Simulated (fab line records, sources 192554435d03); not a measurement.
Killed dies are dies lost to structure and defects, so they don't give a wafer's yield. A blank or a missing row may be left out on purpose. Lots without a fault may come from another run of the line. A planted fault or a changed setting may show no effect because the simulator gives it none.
fab line records | flow n5_finfet
record lots=24 wafers=72 last_day=18
route steps=1938 shown BEOL_M11@1577 BEOL_M12@1613
lots that met no fault: from a run of the same line without faults
start_h: hours from the record's first day to the start of the lot's first wafer shown | wait_h: hours since the lot's step before | " the same as in the row above | L1.1+2: a row that stands for several wafers | - no value, or no start given | * or withheld: withheld | < > ~ a bound
route shown NAME@n: a module of which the file shows steps, and the number in the route of the first | usual: mean/standard deviation of fault-free wafers | same: alike in all rows | chamber/n: place in a boat | sites: the reading at each site | _std_site: their standard deviation | _edge_site: outer sites' mean less inner sites' | radius_mm: how far each site lies from the wafer's centre | mask NAME#n: copy n | behind: the tool/chamber that last shaped the wafer | hold: why the lot was held/for how many hours/how that ended | device: the transistor (n, p or np) that didn't switch | end of line: the same wafers' tests at the end of the route | a step without rows: its recipe alone | killed: dies lost to structure and defects at the first sort, not the wafer's yield | map: a wafer's dies, x killed, . not, _ none there
set.NAME: the setting as run; set.NAME@STEP: as run at that earlier step | model.NAME: the simulator's own value behind a step, which no gauge read
steps of the route over a sample of lots; a table a step, a row a wafer
services: from which hour (start_h, from the record's first day; less than 0 if before it) a tool's chamber was out of use, for how many hours, and why
## steps
# step N5_BEOL_M11_STRIP_36
# recipe chemistry=N2/H2 power_w=450 temp_c=40 pressure_mtorr=20 rf_frequency_hz=6e+07 overash_fraction=0.3 bias_power_w=7 h2_frac=0.5 n2_flow_sccm=200 h2_flow_sccm=200
# usual chamber_pressure_mTorr=20.00/0.04 drypump_motor_current_A=5.7/0.32 oes_product_au=0.77/0.077 rf_vpp_V=59.3/1.7 showerhead_plenum_p_Torr=2.55/0.071 throttle_valve_pct=23.71/0.28
# columns lot.wafer tool chamber start_h wait_h chamber_pressure_mTorr drypump_motor_current_A oes_product_au rf_hours_counter_h rf_vpp_V showerhead_plenum_p_Torr throttle_valve_pct
L074.4 rie_diel-02 1 230.61 0.0 20.01 6.1 0.86 56 60.7 2.59 24.15
L074.5 " 3 " " 19.98 5.2 0.81 - 59.3 2.59 23.42
L074.6 " 2 " " 20.03 5.5 0.69 - 60.2 2.54 23.92
L075.1 rie_diel-04 3 231.07 0.0 20.00 5.4 0.72 182 59.7 2.64 23.87
L075.3 " 2 " " 20.01 6.0 0.72 175 59.9 2.62 23.58
L075.6 " 2 " " 20.01 6.1 0.70 - 56.8 2.62 23.58
L076.3 rie_diel-06 1 234.10 0.0 20.08 5.3 0.77 155 59.9 2.54 23.70
L076.4 " 2 " " 20.08 6.0 0.84 68 57.8 2.48 23.60
L076.6 " 2 " " 19.99 6.0 0.82 - 57.8 2.47 23.59
L078.3 rie_diel-04 3 248.25 0.0 20.00 5.4 0.73 186 62.7 2.64 23.88
L078.4 " 2 " " 20.04 6.1 0.74 179 60.3 2.62 23.59
L078.5 " 0 " " 19.99 5.9 0.70 - 59.6 2.49 23.28
L079.1 rie_diel-02 1 248.63 0.0 19.99 6.1 0.86 62 58.7 2.58 24.12
L079.4 " 3 " " 19.97 5.2 0.80 97 61.8 2.58 23.41
L079.5 " 3 " " 20.06 5.2 0.79 - 61.3 2.58 23.42
L077.1 rie_diel-04 1 248.81 0.0 19.99 5.8 0.80 111 58.2 2.46 23.73
L077.2 " 3 " " 20.03 5.4 0.71 186 59.0 2.64 23.90
L077.6 " 2 " " 19.95 6.1 0.72 - 60.9 2.62 23.59
L080.2 rie_diel-04 0 254.40 0.0 20.00 6.0 0.69 235 59.5 2.49 23.29
L080.3 " 2 " " 19.94 6.0 0.71 181 58.4 2.62 23.55
L080.5 " 2 " " 19.97 6.1 0.71 - 59.7 2.62 23.59
L081.2 rie_diel-04 3 264.19 0.0 19.98 5.3 0.73 191 62.5 2.64 23.88
L081.3 " 1 " " 19.99 5.8 0.82 116 60.4 2.46 23.71
L081.6 " 2 " " 19.97 6.1 0.71 - 62.1 2.62 23.60
L082.1 rie_diel-02 1 272.01 0.0 19.96 6.1 0.86 71 59.7 2.58 24.18
L082.4 " 2 " " 20.03 5.6 0.69 229 61.9 2.53 23.90
L082.5 " 2 " " 19.92 5.6 0.71 - 60.0 2.53 23.90
L083.1 rie_diel-06 3 275.60 0.0 19.96 5.5 0.74 209 60.9 2.42 24.11
L083.3 " 2 " " 19.98 6.0 0.82 84 55.9 2.47 23.56
L083.4 " 1 " " 20.03 5.3 0.74 172 58.9 2.53 23.72
L084.1 rie_diel-04 0 283.41 0.0 20.03 6.0 0.69 246 58.1 2.49 23.29
L084.3 " 2 " " 19.99 6.0 0.71 191 59.4 2.62 23.62
L084.6 " 2 " " 20.01 6.1 0.72 - 59.2 2.61 23.59
L085.1 rie_diel-04 0 288.28 0.0 19.96 5.9 0.69 248 59.3 2.49 23.26
L085.4 " 1 " " 20.00 5.8 0.79 - 60.8 2.45 23.74
L085.5 " 0 " " 19.97 5.9 0.71 - 59.8 2.49 23.24
L086.3 rie_diel-04 3 294.93 0.0 20.00 5.4 0.71 201 59.4 2.63 23.92
L086.5 " 1 " " 19.95 5.8 0.79 - 59.8 2.45 23.77
L086.6 " 0 " " 20.03 6.0 0.68 - 59.4 2.49 23.30
L088.2 rie_diel-02 3 300.97 0.0 19.96 5.2 0.79 115 59.4 2.58 23.48
L088.3 " 1 " " 19.98 6.2 0.83 80 60.8 2.57 24.15
L088.4 " 0 " " 19.93 5.4 0.85 49 62.1 2.59 24.02
L089.2 rie_diel-04 1 307.55 0.0 20.10 5.8 0.78 133 58.3 2.45 23.70
L089.3 " 2 " " 19.96 6.1 0.68 196 56.5 2.61 23.56
L089.4 " 3 " " 20.01 5.3 0.70 - 56.7 2.63 23.96
L090.1 rie_diel-04 3 308.69 0.0 20.02 5.3 0.71 208 58.3 2.63 23.95
L090.3 " 1 " " 19.98 5.9 0.79 134 58.3 2.45 23.70
L090.4 " 1 " " 20.09 5.8 0.78 - 58.1 2.45 23.73
L087.1 rie_diel-02 3 311.72 0.0 20.03 5.2 0.79 119 60.8 2.57 23.45
L087.3 " 1 " " 19.95 6.1 0.82 83 59.3 2.57 24.12
L087.5 " 1 " " 19.96 6.1 0.83 - 59.9 2.57 24.15
L091.3 rie_diel-04 2 313.57 0.0 19.97 6.1 0.71 198 59.6 2.61 23.65
L091.4 " 1 " " 20.03 5.9 0.79 - 57.0 2.45 23.71
L091.5 " 2 " " 20.06 6.1 0.71 - 58.5 2.61 23.66
L092.4 rie_diel-04 0 352.82 0.0 20.01 5.9 0.98 5 62.4 2.48 23.07
L092.5 " 1 " " 19.99 5.8 0.77 - 61.1 2.44 23.74
L092.6 " 2 " " 20.01 6.1 0.70 - 62.5 2.61 23.64
L097.2 rie_diel-04 2 355.80 0.0 20.00 6.1 0.69 213 55.5 2.61 23.63
L097.3 " 1 " " 19.99 5.8 0.77 150 61.3 2.44 23.76
L097.5 " 0 " " 19.98 5.9 0.99 - 61.6 2.48 23.10
L093.1 rie_diel-06 3 355.97 0.0 19.98 5.5 0.72 232 61.0 2.41 24.15
L093.4 " 0 " " 20.06 5.1 0.93 25 60.1 2.59 23.10
L093.5 " 0 " " 20.00 5.1 0.91 - 59.4 2.59 23.11
L094.1 rie_diel-04 1 356.27 0.0 20.01 5.8 0.77 150 61.4 2.44 23.73
L094.2 " 0 " " 20.08 5.9 0.99 7 57.9 2.48 23.03
L094.4 " 2 " " 20.08 6.1 0.69 213 56.5 2.61 23.65
L095.2 rie_diel-02 0 359.32 0.0 19.99 5.5 0.86 64 58.8 2.58 24.06
L095.3 " 3 " " 19.95 5.2 0.76 131 58.8 2.57 23.50
L095.6 " 3 " " 19.98 5.2 0.76 - 60.6 2.57 23.49
L096.3 rie_diel-04 3 384.81 0.0 19.95 5.3 0.71 230 58.8 2.62 23.98
L096.4 " 2 " " 19.93 6.0 0.71 219 59.7 2.60 23.68
L096.5 " 2 " " 19.99 6.0 0.69 - 60.4 2.60 23.64
# step N5_BEOL_M11_OCD_MEAS_38
# usual trench_depth_nm=146.6/2.4
# columns lot.wafer tool chamber start_h wait_h trench_depth_nm
L074.4 ocd-02 - 230.84 - 149.5
L074.5 " - " " 152.1
L074.6 " - " " 147.4
L075.1 ocd-02 - 231.30 - 145.9
L075.3 " - " " 145.2
L075.6 " - " " 144.0
L076.3 ocd-02 - 234.33 - 148.9
L076.4 " - " " 148.2
L076.6 " - " " 148.8
L078.3 ocd-02 - 248.47 - 146.9
L078.4 " - " " 146.9
L078.5 " - " " 144.8
L079.1 ocd-02 - 248.85 - 148.2
L079.4 " - " " 151.4
L079.5 " - " " 150.3
L077.1 ocd-01 - 249.04 - 145.9
L077.2 " - " " 145.5
L077.6 " - " " 147.7
L080.2 ocd-01 - 254.62 - 142.9
L080.3 " - " " 147.5
L080.5 " - " " 146.8
L081.2 ocd-02 - 264.42 - 143.3
L081.3 " - " " 143.8
L081.6 " - " " 145.6
L082.1 ocd-01 - 272.23 - 146.8
L082.4 " - " " 144.3
L082.5 " - " " 145.8
L083.1 ocd-01 - 275.82 - 148.2
L083.3 " - " " 148.1
L083.4 " - " " 148.1
L084.1 ocd-02 - 283.63 - 144.3
L084.3 " - " " 146.2
L084.6 " - " " 145.9
L085.1 ocd-01 - 288.60 - 144.7
L085.4 " - " " 147.0
L085.5 " - " " 144.8
L086.3 ocd-01 - 295.15 - 147.3
L086.5 " - " " 146.8
L086.6 " - " " 145.5
L088.2 ocd-01 - 301.20 - 149.2
L088.3 " - " " 145.4
L088.4 " - " " 150.2
L089.2 ocd-02 - 307.77 - 144.7
L089.3 " - " " 145.8
L089.4 " - " " 146.6
L090.1 ocd-02 - 308.92 - 145.8
L090.3 " - " " 144.6
L090.4 " - " " 144.3
L087.1 ocd-01 - 311.94 - 150.9
L087.3 " - " " 146.9
L087.5 " - " " 147.8
L091.3 ocd-01 - 313.79 - 145.8
L091.4 " - " " 145.0
L091.5 " - " " 146.5
L092.4 ocd-02 - 353.05 - 148.4
L092.5 " - " " 142.7
L092.6 " - " " 144.2
L097.2 ocd-01 - 356.03 - 144.6
L097.3 " - " " 143.7
L097.5 " - " " 149.0
L093.1 ocd-01 - 356.19 - 148.7
L093.4 " - " " 152.0
L093.5 " - " " 152.5
L094.1 ocd-02 - 356.49 - 143.6
L094.2 " - " " 150.5
L094.4 " - " " 143.9
L095.2 ocd-01 - 359.55 - 150.7
L095.3 " - " " 150.5
L095.6 " - " " 150.8
L096.3 ocd-01 - 385.04 - 143.0
L096.4 " - " " 145.1
L096.5 " - " " 146.0
# step N5_BEOL_M11_SURFACE_TREAT_76
# recipe gas=Ar time_s=* ion_energy_ev=* ion_current_ma_cm2=0.5 pressure_mtorr=* ar_flow_sccm=30
# usual throttle_valve_pct=*
# columns lot.wafer tool chamber start_h wait_h throttle_valve_pct
L074.4 pvd_sputter-01 - 233.54 1.8 *
L074.5 " - " " *
L074.6 " - " " *
L075.1 pvd_sputter-03 - 234.10 0.2 *
L075.3 " - " " *
L075.6 " - " " *
L076.3 pvd_sputter-02 - 237.05 0.2 *
L076.4 " - " " *
L076.6 " - " " *
L078.3 pvd_sputter-03 - 249.56 0.2 *
L078.4 " - " " *
L078.5 " - " " *
L079.1 pvd_sputter-03 - 249.88 0.2 *
L079.4 " - " " *
L079.5 " - " " *
L077.1 pvd_sputter-01 - 250.54 0.2 *
L077.2 " - " " *
L077.6 " - " " *
L080.2 pvd_sputter-01 - 255.81 0.2 *
L080.3 " - " " *
L080.5 " - " " *
L081.2 pvd_sputter-01 - 265.65 0.2 *
L081.3 " - " " *
L081.6 " - " " *
L082.1 pvd_sputter-01 - 273.42 0.2 *
L082.4 " - " " *
L082.5 " - " " *
L083.1 pvd_sputter-01 - 276.76 0.2 *
L083.3 " - " " *
L083.4 " - " " *
L084.1 pvd_sputter-03 - 286.00 0.2 *
L084.3 " - " " *
L084.6 " - " " *
L085.1 pvd_sputter-01 - 289.67 0.2 *
L085.4 " - " " *
L085.5 " - " " *
L086.3 pvd_sputter-01 - 296.65 0.2 *
L086.5 " - " " *
L086.6 " - " " *
L088.2 pvd_sputter-03 - 302.77 0.2 *
L088.3 " - " " *
L088.4 " - " " *
L089.2 pvd_sputter-03 - 309.36 0.4 *
L089.3 " - " " *
L089.4 " - " " *
L090.1 pvd_sputter-03 - 310.30 0.2 *
L090.3 " - " " *
L090.4 " - " " *
L087.1 pvd_sputter-02 - 313.03 0.3 *
L087.3 " - " " *
L087.5 " - " " *
L091.3 pvd_sputter-03 - 315.21 0.2 *
L091.4 " - " " *
L091.5 " - " " *
L092.4 pvd_sputter-03 - 354.01 0.2 *
L092.5 " - " " *
L092.6 " - " " *
L093.1 pvd_sputter-01 - 357.17 0.2 *
L093.4 " - " " *
L093.5 " - " " *
L097.2 pvd_sputter-02 - 357.24 0.2 *
L097.3 " - " " *
L097.5 " - " " *
L094.1 pvd_sputter-02 - 358.15 0.4 *
L094.2 " - " " *
L094.4 " - " " *
L095.2 pvd_sputter-02 - 360.70 0.2 *
L095.3 " - " " *
L095.6 " - " " *
L096.3 pvd_sputter-02 - 386.06 0.2 *
L096.4 " - " " *
L096.5 " - " " *
# step N5_BEOL_M12_OVL_MEAS_11
# recipe points_per_wafer=44
# usual V11_OVL=5/6.6
# columns lot.wafer tool chamber start_h wait_h V11_OVL[nm]
L074.4 overlay-01 0 235.36 0.0 0
L074.5 " 0 " " 6
L074.6 " 0 " " 4
L075.1 overlay-01 0 235.74 0.0 7
L075.3 " 0 " " 6
L075.6 " 0 " " 9
L076.3 overlay-01 0 239.01 0.0 14
L076.4 " 0 " " 9
L076.6 " 0 " " 16
L078.3 overlay-01 0 251.27 0.0 11
L078.4 " 0 " " 12
L078.5 " 0 " " 11
L079.1 overlay-02 0 252.06 0.0 10
L079.4 " 0 " " -8
L079.5 " 0 " " -3
L077.1 overlay-02 0 252.51 0.0 7
L077.2 " 0 " " 0
L077.6 " 0 " " 3
L080.2 overlay-01 0 257.99 0.0 5
L080.3 " 0 " " 4
L080.5 " 0 " " 9
L081.2 overlay-01 0 267.47 0.0 -13
L081.3 " 0 " " -14
L081.6 " 0 " " -3
L082.1 overlay-02 0 276.97 0.0 -5
L082.4 " 0 " " -4
L082.5 " 0 " " -1
L083.1 overlay-01 0 278.99 0.0 9
L083.3 " 0 " " 9
L083.4 " 0 " " 9
L084.1 overlay-02 0 287.95 0.0 1
L084.3 " 0 " " 2
L084.6 " 0 " " -1
L085.1 overlay-02 0 291.52 0.0 0
L085.4 " 0 " " 6
L085.5 " 0 " " -2
L086.3 overlay-01 0 298.47 0.0 6
L086.5 " 0 " " -2
L086.6 " 0 " " -7
L088.2 overlay-02 0 304.71 0.0 11
L088.3 " 0 " " 7
L088.4 " 0 " " 13
L089.2 overlay-01 0 311.36 0.0 -2
L089.3 " 0 " " 0
L089.4 " 0 " " 3
L090.1 overlay-02 0 312.56 0.0 1
L090.3 " 0 " " -7
L090.4 " 0 " " -3
L087.1 overlay-02 0 315.48 0.0 15
L087.3 " 0 " " 12
L087.5 " 0 " " 21
L091.3 overlay-02 0 317.08 0.0 3
L091.4 " 0 " " 9
L091.5 " 0 " " 5
L092.4 overlay-01 0 356.31 0.0 9
L092.5 " 0 " " 10
L092.6 " 0 " " 4
L093.1 overlay-01 0 359.43 0.0 5
L093.4 " 0 " " 4
L093.5 " 0 " " 2
L097.2 overlay-01 0 359.97 0.0 2
L097.3 " 0 " " 7
L097.5 " 0 " " 10
L094.1 overlay-01 0 361.20 0.0 11
L094.2 " 0 " " 7
L094.4 " 0 " " 11
L095.2 overlay-01 0 362.53 0.0 9
L095.3 " 0 " " 7
L095.6 " 0 " " 10
L096.3 overlay-01 0 388.45 0.0 6
L096.4 " 0 " " 9
L096.5 " 0 " " 5
# step N5_BEOL_M12_ETCH_38
# recipe chemistry=CF4/N2 target=SiCN target_depth_a=687 taper_deg=2 time_s=73.4 ion_energy_ev=150 mask_material=SiO2 pressure_mtorr=40 source_w=430 bias_w=70 Ar_flow_sccm=100 cf4_flow_sccm=60 n2_flow_sccm=60
# usual chamber_pressure_mTorr=40.00/0.036 drypump_motor_current_A=5.7/0.44 oes_product_au=0.78/0.083 rf_vpp_V=383.6/1.2 showerhead_plenum_p_Torr=2.26/0.037 throttle_valve_pct=15.40/0.15
# columns lot.wafer tool chamber start_h wait_h chamber_pressure_mTorr drypump_motor_current_A oes_product_au rf_hours_counter_h rf_vpp_V showerhead_plenum_p_Torr throttle_valve_pct
L074.4 rie_diel-01 1 237.86 - 40.00 5.7 0.76 - 384.2 2.30 15.38
L074.5 " 2 " " 40.05 5.2 0.89 - 382.8 2.25 15.43
L074.6 " 0 " " 40.01 6.3 0.71 - 382.7 2.28 15.41
L075.1 rie_diel-01 2 237.99 - 40.01 5.2 0.89 22 383.4 2.25 15.44
L075.3 " 0 " " 39.99 6.3 0.72 206 384.3 2.28 15.42
L075.6 " 0 " " 39.97 6.4 0.72 - 385.1 2.28 15.42
L076.3 rie_diel-05 1 242.06 - 40.00 5.1 0.75 162 382.6 2.19 15.09
L076.4 " 2 " " 39.99 5.9 0.93 11 384.5 2.26 15.27
L076.6 " 3 " " 40.06 5.7 0.96 - 381.4 2.17 15.35
L078.3 rie_diel-01 0 253.77 - 40.01 6.3 0.71 - 383.6 2.28 15.44
L078.4 " 1 " " 40.03 5.7 0.75 - 384.3 2.29 15.37
L078.5 " 0 " " 40.01 6.3 0.71 - 384.0 2.28 15.44
L079.1 rie_diel-01 1 254.07 - 40.01 5.7 0.75 140 384.8 2.29 15.38
L079.4 " 0 " " 40.02 6.3 0.72 - 383.7 2.28 15.42
L079.5 " 0 " " 39.95 6.3 0.71 - 382.6 2.28 15.44
L077.1 rie_diel-01 1 254.45 - 39.96 5.7 0.76 140 385.8 2.29 15.39
L077.2 " 0 " " 40.04 6.4 0.71 215 383.8 2.28 15.44
L077.6 " 0 " " 40.05 6.3 0.71 - 382.2 2.28 15.43
L080.2 rie_diel-05 0 262.34 - 40.04 6.4 0.68 231 384.4 2.26 15.31
L080.3 " 3 " " 40.00 5.7 0.93 10 379.8 2.17 15.37
L080.5 " 0 " " 40.01 6.5 0.69 - 383.6 2.26 15.30
L081.2 rie_diel-03 1 269.16 - 39.97 5.3 0.81 72 382.2 2.24 15.43
L081.3 " 3 " " 40.03 5.3 0.66 231 382.9 2.26 15.53
L081.6 " 1 " " 40.00 5.3 0.81 - 382.8 2.24 15.44
L082.1 rie_diel-05 3 279.53 - 39.99 5.7 0.91 18 382.9 2.17 15.39
L082.4 " 1 " " 39.99 5.1 0.73 177 382.9 2.18 15.12
L082.5 " 0 " " 40.03 6.5 0.68 - 383.6 2.26 15.32
L083.1 rie_diel-03 0 281.25 - 39.95 5.8 0.82 70 385.1 2.33 15.36
L083.3 " 1 " " 39.94 5.3 0.79 78 383.2 2.24 15.45
L083.4 " 2 " " 40.10 5.3 0.99 2 383.9 2.27 14.89
L084.1 rie_diel-05 2 291.88 - 40.03 5.9 0.88 28 383.2 2.25 15.32
L084.3 " 3 " " 40.00 5.7 0.90 23 381.1 2.17 15.40
L084.6 " 0 " " 40.04 6.4 0.68 - 382.5 2.26 15.34
L085.1 rie_diel-01 1 294.09 - 39.99 5.7 0.74 160 383.5 2.29 15.43
L085.4 " 0 " " 39.97 6.4 0.70 - 384.0 2.27 15.47
L085.5 " 1 " " 40.00 5.7 0.74 - 384.8 2.29 15.43
L086.3 rie_diel-01 2 300.99 - 39.98 5.2 0.85 45 382.6 2.24 15.49
L086.5 " 0 " " 39.98 6.4 0.70 - 383.2 2.27 15.46
L086.6 " 1 " " 40.04 5.7 0.74 - 384.0 2.29 15.43
L088.2 rie_diel-03 0 307.55 - 39.98 5.9 0.80 81 385.5 2.32 15.37
L088.3 " 2 " " 39.98 5.3 0.94 12 383.4 2.27 14.91
L088.4 " 0 " " 39.96 5.9 0.80 - 385.0 2.32 15.38
L089.2 rie_diel-01 0 314.81 - 40.03 6.4 0.69 239 383.1 2.27 15.49
L089.3 " 1 " " 40.02 5.7 0.74 167 383.0 2.28 15.45
L089.4 " 3 " " 39.98 6.3 0.71 236 385.2 2.27 15.60
L090.1 rie_diel-05 3 314.83 - 39.99 5.7 0.89 31 380.0 2.16 15.41
L090.3 " 2 " " 39.99 6.0 0.87 38 383.4 2.25 15.33
L090.4 " 3 " " 40.05 5.7 0.89 - 381.9 2.16 15.42
L087.1 rie_diel-01 3 318.80 - 40.00 6.3 0.70 237 382.9 2.27 15.59
L087.3 " 2 " " 39.95 5.2 0.85 51 382.3 2.24 15.51
L087.5 " 2 " " 40.03 5.2 0.84 - 383.0 2.24 15.50
L091.3 rie_diel-01 2 318.90 - 40.00 5.2 0.85 51 382.9 2.24 15.48
L091.4 " 3 " " 40.00 6.3 0.71 - 383.6 2.27 15.60
L091.5 " 2 " " 40.00 5.2 0.85 - 382.6 2.24 15.51
L092.4 rie_diel-01 1 360.12 - 40.04 5.7 0.72 - 384.9 2.28 15.49
L092.5 " 2 " " 39.97 5.2 0.82 - 382.9 2.23 15.54
L092.6 " 0 " " 39.96 6.4 0.69 - 383.8 2.26 15.50
L093.1 rie_diel-01 1 364.71 - 39.95 5.7 0.72 190 383.3 2.28 15.49
L093.4 " 2 " " 40.01 5.2 0.83 - 384.7 2.23 15.55
L093.5 " 0 " " 39.96 6.3 0.68 - 384.0 2.26 15.50
L094.1 rie_diel-01 2 364.89 - 40.02 5.2 0.81 72 382.9 2.23 15.53
L094.2 " 0 " " 40.02 6.4 0.68 256 382.4 2.26 15.53
L094.4 " 1 " " 39.98 5.7 0.71 - 385.0 2.28 15.50
L097.2 rie_diel-03 0 364.93 - 39.99 5.9 0.77 106 385.8 2.31 15.42
L097.3 " 1 " " 40.05 5.3 0.76 112 382.5 2.22 15.51
L097.5 " 2 " " 40.04 5.3 0.89 - 383.9 2.26 14.95
L095.2 rie_diel-01 2 365.13 - 39.97 5.2 0.82 72 383.4 2.23 15.55
L095.3 " 1 " " 40.00 5.7 0.71 191 384.6 2.28 15.49
L095.6 " 1 " " 39.99 5.7 0.71 - 384.3 2.28 15.50
L096.3 rie_diel-03 1 392.60 - 39.99 5.2 0.77 122 382.5 2.22 15.53
L096.4 " 3 " " 40.05 5.2 0.92 11 382.4 2.25 15.05
L096.5 " 1 " " 39.97 5.3 0.75 - 382.3 2.22 15.55
# step N5_BEOL_M12_SPUTTER_45
# recipe material=Cu target_thk_a=800 temp_c=-20 bias_v=60 power_w=26000 chamber_pressure_pa=0.13 time_s=13.33
# usual throttle_valve_pct=30.1/1.1
# columns lot.wafer tool chamber start_h wait_h throttle_valve_pct
L074.4 pvd_sputter-03 - 238.57 0.0 28.6
L074.5 " - " " 28.9
L074.6 " - " " 31.6
L075.1 pvd_sputter-03 - 238.89 0.0 29.3
L075.3 " - " " 28.7
L075.6 " - " " 28.8
L076.3 pvd_sputter-01 - 243.24 0.0 29.4
L076.4 " - " " 28.7
L076.6 " - " " 28.6
L078.3 pvd_sputter-01 - 254.25 0.0 29.0
L078.4 " - " " 31.0
L078.5 " - " " 31.4
L079.1 pvd_sputter-01 - 254.77 0.0 28.8
L079.4 " - " " 28.6
L079.5 " - " " 28.9
L077.1 pvd_sputter-01 - 255.19 0.0 30.9
L077.2 " - " " 29.0
L077.6 " - " " 29.3
L080.2 pvd_sputter-03 - 263.01 0.0 31.8
L080.3 " - " " 31.2
L080.5 " - " " 31.4
L081.2 pvd_sputter-02 - 269.64 0.0 31.2
L081.3 " - " " 29.6
L081.6 " - " " 29.4
L082.1 pvd_sputter-03 - 280.21 0.0 29.0
L082.4 " - " " 31.8
L082.5 " - " " 29.3
L083.1 pvd_sputter-03 - 281.69 0.0 29.3
L083.3 " - " " 31.3
L083.4 " - " " 31.4
L084.1 pvd_sputter-03 - 292.57 0.0 31.5
L084.3 " - " " 28.7
L084.6 " - " " 31.3
L085.1 pvd_sputter-02 - 295.85 0.0 29.7
L085.4 " - " " 31.0
L085.5 " - " " 31.0
L086.3 pvd_sputter-02 - 302.17 0.0 29.7
L086.5 " - " " 29.5
L086.6 " - " " 31.0
L088.2 pvd_sputter-03 - 308.40 0.0 29.1
L088.3 " - " " 31.4
L088.4 " - " " 31.6
L089.2 pvd_sputter-02 - 315.29 0.0 31.0
L089.3 " - " " 31.0
L089.4 " - " " 31.1
L090.1 pvd_sputter-03 - 315.53 0.0 29.3
L090.3 " - " " 31.7
L090.4 " - " " 29.1
L087.1 pvd_sputter-02 - 319.23 0.0 30.9
L087.3 " - " " 31.1
L087.5 " - " " 29.3
L091.3 pvd_sputter-01 - 319.47 0.0 30.8
L091.4 " - " " 29.4
L091.5 " - " " 28.9
L092.4 pvd_sputter-01 - 360.77 0.0 29.5
L092.5 " - " " 31.0
L092.6 " - " " 28.9
L093.1 pvd_sputter-01 - 365.43 0.0 31.0
L093.4 " - " " 28.5
L093.5 " - " " 28.8
L094.1 pvd_sputter-03 - 365.62 0.0 28.9
L094.2 " - " " 29.2
L094.4 " - " " 31.3
L097.2 pvd_sputter-02 - 365.63 0.0 29.9
L097.3 " - " " 31.3
L097.5 " - " " 31.3
L095.2 pvd_sputter-01 - 366.23 0.1 29.1
L095.3 " - " " 29.3
L095.6 " - " " 28.9
L096.3 pvd_sputter-02 - 393.46 0.0 31.0
L096.4 " - " " 31.1
L096.5 " - " " 31.0
## services
# columns tool chamber start_h hours kind
rie_diel-04 2 210.52 4.3 repair
rie_diel-05 - 228.13 0.4 repair
rie_diel-04 0 233.13 1.3 repair
rie_diel-01 3 235.05 61.9 repair
rie_diel-06 3 237.11 10.1 repair
rie_diel-02 2 262.89 2.0 repair
rie_diel-05 2 271.67 4.7 repair
rie_diel-02 - 275.04 4.0 pm
rie_diel-01 0 275.58 5.2 repair
rie_diel-05 1 291.08 6.5 repair
rie_diel-02 2 291.71 6.1 repair
rie_diel-06 2 293.86 4.5 repair
rie_diel-06 3 298.24 2.1 repair
rie_diel-03 1 302.27 7.5 repair
rie_diel-01 0 317.42 11.6 repair
rie_diel-01 3 320.48 100.8 repair
rie_diel-03 2 326.80 3.5 repair
rie_diel-05 1 347.17 6.4 repair
rie_diel-02 - 352.24 2.8 pm
rie_diel-03 3 360.01 6.0 repair
rie_diel-01 0 381.53 9.7 repair
rie_diel-01 - 386.22 3.8 repair
rie_diel-02 0 386.50 6.3 repair
pvd_sputter-01 - 389.72 7.3 repair
## key
fault none
